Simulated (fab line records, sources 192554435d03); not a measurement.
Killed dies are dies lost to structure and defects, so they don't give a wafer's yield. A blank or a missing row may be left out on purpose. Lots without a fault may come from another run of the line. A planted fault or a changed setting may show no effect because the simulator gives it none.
Chamber matching | flow n5_finfet | N5_GATE_CUT_STRIP_59 on rie_diel-01: 4 sister chambers
The step strips in N2/H2, time 20 s. 14 wafers are shown with their chamber, then 7 later ones without.

WAFERS WITH THEIR CHAMBER
wafer  | chamber | drypump_motor_current_A (A) | showerhead_plenum_p_Torr (Torr) | throttle_valve_pct (%)
L077.2 | 2       | 5.7                         | 3.52                            | 12.02
L077.3 | 3       | 6.3                         | 3.37                            | 12.22
L077.5 | 1       | 5.9                         | 3.56                            | 11.87
L079.3 | 0       | 5.8                         | 3.44                            | 11.98
L079.4 | 2       | 5.7                         | 3.51                            | 12.02
L079.5 | 3       | 6.3                         | 3.36                            | 12.24
L081.2 | 3       | 6.3                         | 3.36                            | 12.25
L081.3 | 1       | 5.9                         | 3.56                            | 11.88
L081.4 | 2       | 5.7                         | 3.51                            | 12.03
L082.1 | 2       | 5.7                         | 3.51                            | 12.04
L082.4 | 3       | 6.3                         | 3.36                            | 12.26
L082.5 | 3       | 6.3                         | 3.36                            | 12.25
L084.1 | 1       | 5.9                         | 3.55                            | 11.91
L084.2 | 3       | 6.4                         | 3.36                            | 12.26

SIGNATURES (means of the wafers above)
reading                  | chamber 0 | chamber 1 | chamber 2 | chamber 3 | scatter within a chamber
drypump_motor_current_A  | 5.800     | 5.900     | 5.700     | 6.317     | 0.0289
showerhead_plenum_p_Torr | 3.4400    | 3.5567    | 3.5125    | 3.3617    | 0.00474
throttle_valve_pct       | 11.9800   | 11.8867   | 12.0275   | 12.2467   | 0.0151
Rule: a wafer's distance from a chamber is the root of the sum, over the readings, of the square of ((its reading less the chamber's mean) divided by the reading's scatter). The wafer belongs to the nearest chamber; if the next one is less than 2 further off, it can't be placed. The scatter: the root of (the sum of the squares of (reading less its chamber's mean) over the shown wafers, divided by (wafers less chambers)).

WAFERS WITHOUT THEIR CHAMBER
wafer  | drypump_motor_current_A (A) | showerhead_plenum_p_Torr (Torr) | throttle_valve_pct (%)
L084.4 | 5.8                         | 3.43                            | 12.00
L089.1 | 5.8                         | 3.43                            | 12.02
L089.2 | 5.9                         | 3.55                            | 11.92
L089.6 | 5.9                         | 3.55                            | 11.91
L090.1 | 5.7                         | 3.50                            | 12.08
L090.4 | 5.8                         | 3.43                            | 12.04
L090.5 | 6.3                         | 3.35                            | 12.30

WHICH CHAMBER EACH WENT THROUGH
wafer  | from the rows above | in truth
L084.4 | 0                   | 0
L089.1 | 0                   | 0
L089.2 | 1                   | 1
L089.6 | 1                   | 1
L090.1 | 2                   | 2
L090.4 | 0                   | 0
L090.5 | 3                   | 3
Placed correctly: 7 of 7. Can't be placed from these rows: 0. Placed wrongly: 0.
